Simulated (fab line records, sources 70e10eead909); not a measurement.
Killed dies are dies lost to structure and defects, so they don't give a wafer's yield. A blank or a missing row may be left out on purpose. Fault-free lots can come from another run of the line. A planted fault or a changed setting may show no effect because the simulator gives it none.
8D (eight disciplines) problem report, filled in by code -- flow nand harc -- the parts of the form that need people (team, actions taken, sign-off) are left out

## 1. PROBLEM STATEMENT
At NHARC_P_GATE_EXPOSE_23, exposure dose mJ cm2 averages 90.79 over 6 wafers from 2 lots, while fault-free wafers read 93.89, standard deviation 0.095. Measured from the usual mean, that is -33 standard deviations.
The step: exposes mask P GATE, target cd 120 nm.
First seen on wafer L223.1, day 13 02:35, on arfi scanner-01. Wafers with a number at this step in the record: 18, from 6 lots. Rule for "out" (also "out of limits"): further than 4 standard deviations from the usual mean. All remaining wafers that have a number are taken as sound.

## 2. WHAT IT IS AND WHAT IT IS NOT
question,is,is not
which readings at this step,exposure dose mJ cm2,-
which lots,"L223, L224","L208, L211, L216, L226"
which wafers of those lots,all that have a number,-
read on which tools,arfi scanner-01,"arfi scanner-02, arfi scanner-03"
when,from day 13 02:35,up to then (9 sound wafers); but 3 sound wafers of L226 came after

## 3. WHAT RULES OUT EACH SUSPECT
Counting: any tool at a process step up to the reading is kept as a suspect provided that every lot that is out went through it and no sound lot did after the first of them.
- acl dep-01 at NHARC_P_GATE_HM_DEP_102 (deposits aC, target thk 120 nm): kept. Every lot that is out went through it, starting with L223 (day 13 01:22), and after that it ran no sound lot; the last sound lot it ran before then is L211 (day 7 16:14).
- arfi scanner-01 at NHARC_P_GATE_EXPOSE_23 (exposes mask P GATE, target cd 120 nm): kept. Every lot that is out went through it, starting with L223 (day 13 02:35), and after that it ran no sound lot; the last sound lot it ran before then is L216 (day 10 02:33). On those wafers its own readings are out: exposure dose mJ cm2.
What counting leaves: acl dep-01 at NHARC_P_GATE_HM_DEP_102 and arfi scanner-01 at NHARC_P_GATE_EXPOSE_23.

## 4. THE CAUSE (what the simulator had put in)
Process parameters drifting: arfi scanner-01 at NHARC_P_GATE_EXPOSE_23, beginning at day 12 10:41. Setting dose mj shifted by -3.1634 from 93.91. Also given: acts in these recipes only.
After counting, 2 suspects remain, this tool included.

## 5. THE CHAIN OF EFFECTS, in route order
One row per reading whose mean, taken over the struck wafers that have a number, lies over 3 standard deviations from the usual. Only readings whose record carries a usual standard deviation are examined. hours: median over the lots of the time between each lot's start at the first step of this table that gives one and its start at this step. sigmas: the change, counted in usual standard deviations.
hours,step,reading,usual,on struck wafers,change,sigmas
0,NHARC_P_GATE_EXPOSE_23,exposure dose mJ cm2,93.89,90.79,-3.10,-33
It contains these process steps:
- NHARC_P_GATE_EXPOSE_23: exposes mask P GATE, target cd 120 nm.
Later steps that measure or inspect, where all struck wafers having a row at the step show a number for every such reading and not one has moved that far: NHARC_P_GATE_CD_MEAS_26, NHARC_P_GATE_OVL_MEAS_27, NHARC_P_GATE_INSPECT_28.

## 6. HOW IT WOULD HAVE BEEN CAUGHT EARLIER
First out-of-limits reading in this record: day 13 02:35, which is 16 hours after fault onset at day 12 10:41.
